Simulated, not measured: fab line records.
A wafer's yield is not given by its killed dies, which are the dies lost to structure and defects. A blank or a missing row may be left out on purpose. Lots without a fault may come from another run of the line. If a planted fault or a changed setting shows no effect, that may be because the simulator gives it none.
A single fault, viewed from 2 desks -- flow nand_harc -- each desk holds nothing but its own numbers, with what lay behind them at the end

FOR THE TOOL OWNER'S DESK: ald_hk-02
The tool's own readings at NHARC_A_CHANNEL_FILL_D2_ALD_02 (deposits SiO2, target thk 6 nm, pulse time 10 s, ald cycles 60): means of the sampled wafers that have a number, for each lot that ran on this tool. Any lot whose mean is over 4 standard deviations away from the usual mean is out of limits and marked OUT; that distance is given in the brackets.
Columns: A = heater_power_outer_w at NHARC_A_CHANNEL_FILL_D2_ALD_02, usual 257 W; B = heater_power_w at NHARC_A_CHANNEL_FILL_D2_ALD_02, usual 473 W; C = precursor_pulse_height_rel at NHARC_A_CHANNEL_FILL_D2_ALD_02, usual 0.998
lot,first seen here,A,B,C
L725,day 14 09:27,262,460,0.995
L726,day 15 04:31,289,523,1.019
L743,day 21 15:27,272,493,0.986
This desk's finding: nothing out of limits on any of the 3 lots.

FROM THE METROLOGY DESK
Lot by lot, what the gauges showed, no matter which tool ran the lot: averages of those sampled wafers that carry a number. Any lot whose mean is over 4 standard deviations away from the usual mean is out of limits and marked OUT; that distance is given in the brackets.
Columns: A = cd_nm at NHARC_A_CHANNEL_HOLE_D2_CD_MEAS_18, usual 100 nm; B = cd_nm at NHARC_A_CHANNEL_HOLE_D2_CD_MEAS_31, usual 89.7 nm
lot,first seen here,A,B
L725,day 14 03:28,99,90.1
L726,day 14 22:33,98,90.5
L728,day 15 14:30,101,92.4
L730,day 16 02:56,97,91.1
L735,day 18 13:20,101,89.0
L736,day 19 11:32,97,88.4
L737,day 19 13:27,101,88.3
L741,day 21 00:49,99,90.4
L743,day 21 02:51,101,89.9
L745,day 22 03:07,99,89.8
L746,day 23 03:10,98,90.2
This desk's finding: nothing out of limits on any of the 11 lots.

TAKEN TOGETHER
Nothing out of limits was seen by the tool owner's desk.
From the metrology desk's view, nothing was out of limits.

WHAT THE SIMULATOR PUT IN
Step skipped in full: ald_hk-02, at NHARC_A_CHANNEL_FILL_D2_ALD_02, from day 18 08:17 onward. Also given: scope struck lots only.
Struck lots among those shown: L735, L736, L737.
